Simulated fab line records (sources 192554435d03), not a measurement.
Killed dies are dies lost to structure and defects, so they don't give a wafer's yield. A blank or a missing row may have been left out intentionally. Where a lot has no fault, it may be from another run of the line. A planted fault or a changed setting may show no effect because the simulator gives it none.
Lot-split experiment || flow n5Finfet || route with 1938 steps; 7 lots, 39 wafers read

## ON THE SPLIT
At N5_PASSIVATION_DEVELOP_43 (develop time 60 s), the setting developTimeS was moved away from the recipe's 60 s on 9 of the 39 wafers read, by -44.8% to +35.9%. For the rest of the wafers, this setting stayed at what the recipe calls for.

## FROM THE SPLIT ON TO THE READING: in between, the file shows 1 step
- N5_PASSIVATION_HARDBAKE_45: time 120 s

## THE READING
Shown in nm: cdNm at N5_PASSIVATION_CD_MEAS_44, with target cd 40000 nm. Fault-free wafers of this fab line usually give 40000 nm, standard deviation 3.5 nm.

{"wafer": "L075.2", "tool, chamber at the split": "lithoTrack-03, 0", "developTimeS as run, s": 60, "against the recipe": "recipe", "cdNm, nm": 39998, "against lot-mates on the recipe": "-"}
{"wafer": "L075.4", "tool, chamber at the split": "lithoTrack-03, 0", "developTimeS as run, s": 60, "against the recipe": "recipe", "cdNm, nm": 39996, "against lot-mates on the recipe": "-"}
{"wafer": "L075.6", "tool, chamber at the split": "lithoTrack-03, 0", "developTimeS as run, s": 60, "against the recipe": "recipe", "cdNm, nm": 39997, "against lot-mates on the recipe": "-"}
{"wafer": "L078.1", "tool, chamber at the split": "lithoTrack-01, 0", "developTimeS as run, s": 60, "against the recipe": "recipe", "cdNm, nm": 39997, "against lot-mates on the recipe": "-"}
{"wafer": "L078.2", "tool, chamber at the split": "lithoTrack-01, 0", "developTimeS as run, s": 33.11, "against the recipe": "-44.8%", "cdNm, nm": 39972, "against lot-mates on the recipe": -25}
{"wafer": "L078.3", "tool, chamber at the split": "lithoTrack-01, 0", "developTimeS as run, s": 33.11, "against the recipe": "-44.8%", "cdNm, nm": 39972, "against lot-mates on the recipe": -25}
{"wafer": "L078.4", "tool, chamber at the split": "lithoTrack-01, 0", "developTimeS as run, s": 60, "against the recipe": "recipe", "cdNm, nm": 39996, "against lot-mates on the recipe": "-"}
{"wafer": "L078.5", "tool, chamber at the split": "lithoTrack-01, 0", "developTimeS as run, s": 60, "against the recipe": "recipe", "cdNm, nm": 39998, "against lot-mates on the recipe": "-"}
{"wafer": "L078.6", "tool, chamber at the split": "lithoTrack-01, 0", "developTimeS as run, s": 33.11, "against the recipe": "-44.8%", "cdNm, nm": 39972, "against lot-mates on the recipe": -25}
{"wafer": "L080.1", "tool, chamber at the split": "lithoTrack-03, 0", "developTimeS as run, s": 60, "against the recipe": "recipe", "cdNm, nm": 40000, "against lot-mates on the recipe": "-"}
{"wafer": "L080.2", "tool, chamber at the split": "lithoTrack-03, 0", "developTimeS as run, s": 60, "against the recipe": "recipe", "cdNm, nm": 40002, "against lot-mates on the recipe": "-"}
{"wafer": "L080.3", "tool, chamber at the split": "lithoTrack-03, 0", "developTimeS as run, s": 76.69, "against the recipe": "+27.8%", "cdNm, nm": 40008, "against lot-mates on the recipe": "+8"}
{"wafer": "L080.4", "tool, chamber at the split": "lithoTrack-03, 0", "developTimeS as run, s": 60, "against the recipe": "recipe", "cdNm, nm": 39997, "against lot-mates on the recipe": "-"}
{"wafer": "L080.5", "tool, chamber at the split": "lithoTrack-03, 0", "developTimeS as run, s": 76.69, "against the recipe": "+27.8%", "cdNm, nm": 40009, "against lot-mates on the recipe": "+9"}
{"wafer": "L080.6", "tool, chamber at the split": "lithoTrack-03, 0", "developTimeS as run, s": 76.69, "against the recipe": "+27.8%", "cdNm, nm": 40005, "against lot-mates on the recipe": "+5"}
{"wafer": "L089.1", "tool, chamber at the split": "lithoTrack-03, 0", "developTimeS as run, s": 60, "against the recipe": "recipe", "cdNm, nm": 40002, "against lot-mates on the recipe": "-"}
{"wafer": "L089.2", "tool, chamber at the split": "lithoTrack-03, 0", "developTimeS as run, s": 60, "against the recipe": "recipe", "cdNm, nm": 40002, "against lot-mates on the recipe": "-"}
{"wafer": "L089.3", "tool, chamber at the split": "lithoTrack-03, 0", "developTimeS as run, s": 60, "against the recipe": "recipe", "cdNm, nm": 40007, "against lot-mates on the recipe": "-"}
{"wafer": "L089.4", "tool, chamber at the split": "lithoTrack-03, 0", "developTimeS as run, s": 60, "against the recipe": "recipe", "cdNm, nm": 40001, "against lot-mates on the recipe": "-"}
{"wafer": "L089.5", "tool, chamber at the split": "lithoTrack-03, 0", "developTimeS as run, s": 60, "against the recipe": "recipe", "cdNm, nm": 39999, "against lot-mates on the recipe": "-"}
{"wafer": "L089.6", "tool, chamber at the split": "lithoTrack-03, 0", "developTimeS as run, s": 60, "against the recipe": "recipe", "cdNm, nm": 40005, "against lot-mates on the recipe": "-"}
{"wafer": "L083.1", "tool, chamber at the split": "lithoTrack-02, 0", "developTimeS as run, s": 60, "against the recipe": "recipe", "cdNm, nm": 40007, "against lot-mates on the recipe": "-"}
{"wafer": "L083.2", "tool, chamber at the split": "lithoTrack-02, 0", "developTimeS as run, s": 60, "against the recipe": "recipe", "cdNm, nm": 40005, "against lot-mates on the recipe": "-"}
{"wafer": "L083.3", "tool, chamber at the split": "lithoTrack-02, 0", "developTimeS as run, s": 60, "against the recipe": "recipe", "cdNm, nm": 40005, "against lot-mates on the recipe": "-"}
{"wafer": "L083.4", "tool, chamber at the split": "lithoTrack-02, 0", "developTimeS as run, s": 60, "against the recipe": "recipe", "cdNm, nm": 40002, "against lot-mates on the recipe": "-"}
{"wafer": "L083.5", "tool, chamber at the split": "lithoTrack-02, 0", "developTimeS as run, s": 60, "against the recipe": "recipe", "cdNm, nm": 40006, "against lot-mates on the recipe": "-"}
{"wafer": "L083.6", "tool, chamber at the split": "lithoTrack-02, 0", "developTimeS as run, s": 60, "against the recipe": "recipe", "cdNm, nm": 40003, "against lot-mates on the recipe": "-"}
{"wafer": "L088.1", "tool, chamber at the split": "lithoTrack-02, 0", "developTimeS as run, s": 60, "against the recipe": "recipe", "cdNm, nm": 39999, "against lot-mates on the recipe": "-"}
{"wafer": "L088.2", "tool, chamber at the split": "lithoTrack-02, 0", "developTimeS as run, s": 60, "against the recipe": "recipe", "cdNm, nm": 40004, "against lot-mates on the recipe": "-"}
{"wafer": "L088.3", "tool, chamber at the split": "lithoTrack-02, 0", "developTimeS as run, s": 60, "against the recipe": "recipe", "cdNm, nm": 40003, "against lot-mates on the recipe": "-"}
{"wafer": "L088.4", "tool, chamber at the split": "lithoTrack-02, 0", "developTimeS as run, s": 60, "against the recipe": "recipe", "cdNm, nm": 40002, "against lot-mates on the recipe": "-"}
{"wafer": "L088.5", "tool, chamber at the split": "lithoTrack-02, 0", "developTimeS as run, s": 60, "against the recipe": "recipe", "cdNm, nm": 40003, "against lot-mates on the recipe": "-"}
{"wafer": "L088.6", "tool, chamber at the split": "lithoTrack-02, 0", "developTimeS as run, s": 60, "against the recipe": "recipe", "cdNm, nm": 40004, "against lot-mates on the recipe": "-"}
{"wafer": "L090.1", "tool, chamber at the split": "lithoTrack-01, 0", "developTimeS as run, s": 81.51, "against the recipe": "+35.9%", "cdNm, nm": 40007, "against lot-mates on the recipe": "+12"}
{"wafer": "L090.2", "tool, chamber at the split": "lithoTrack-01, 0", "developTimeS as run, s": 60, "against the recipe": "recipe", "cdNm, nm": 39996, "against lot-mates on the recipe": "-"}
{"wafer": "L090.3", "tool, chamber at the split": "lithoTrack-01, 0", "developTimeS as run, s": 60, "against the recipe": "recipe", "cdNm, nm": 39995, "against lot-mates on the recipe": "-"}
{"wafer": "L090.4", "tool, chamber at the split": "lithoTrack-01, 0", "developTimeS as run, s": 81.51, "against the recipe": "+35.9%", "cdNm, nm": 40007, "against lot-mates on the recipe": "+12"}
{"wafer": "L090.5", "tool, chamber at the split": "lithoTrack-01, 0", "developTimeS as run, s": 60, "against the recipe": "recipe", "cdNm, nm": 39993, "against lot-mates on the recipe": "-"}
{"wafer": "L090.6", "tool, chamber at the split": "lithoTrack-01, 0", "developTimeS as run, s": 81.51, "against the recipe": "+35.9%", "cdNm, nm": 40010, "against lot-mates on the recipe": "+15"}

FIT RESULTS
A straight line over all 39 wafers: cdNm changes by +0.434 nm for each +1% of developTimeS; r = +0.85; the points scatter about the line by 4.9 nm.
The same after taking each lot's own level away (the mean of its wafers on the recipe; 39 wafers): +0.45 nm for each +1%; r = +0.95; scatter 2.5 nm.
The reading moves by 20 nm for the largest change in developTimeS, on that fit.
Across the lots, their own levels run from 39994.7 to 40004.7 nm, a range of 2.9 times the standard deviation given above.
The two slopes are in agreement: the lot-to-lot level therefore moves the slope only a little.
Check: with one of the wafers moved furthest among these (-44.8%) left out of the fit, the line predicts -20.1 nm for it against its lot-mates. Against them it came out at -25 nm.

## ADDITIONAL SPLITS CARRIED BY THESE WAFERS
Other splits were also applied to these wafers ahead of the reading. Each is held against what the fit with the lots' levels taken away leaves over:
{"other split on the same wafers": "N5_BEOL_M13_ETCH_59 timeS", "wafers away from the commonest value": 6, "r with cdNm (lot level and that fit taken away)": -0.02}
{"other split on the same wafers": "N5_MIM_BOT_SPUTTER_00 targetThkA", "wafers away from the commonest value": 9, "r with cdNm (lot level and that fit taken away)": -0.06}

## FILE'S OWN FIT
cdNm changes by +0.439 nm for each +1% of developTimeS, r = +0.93.
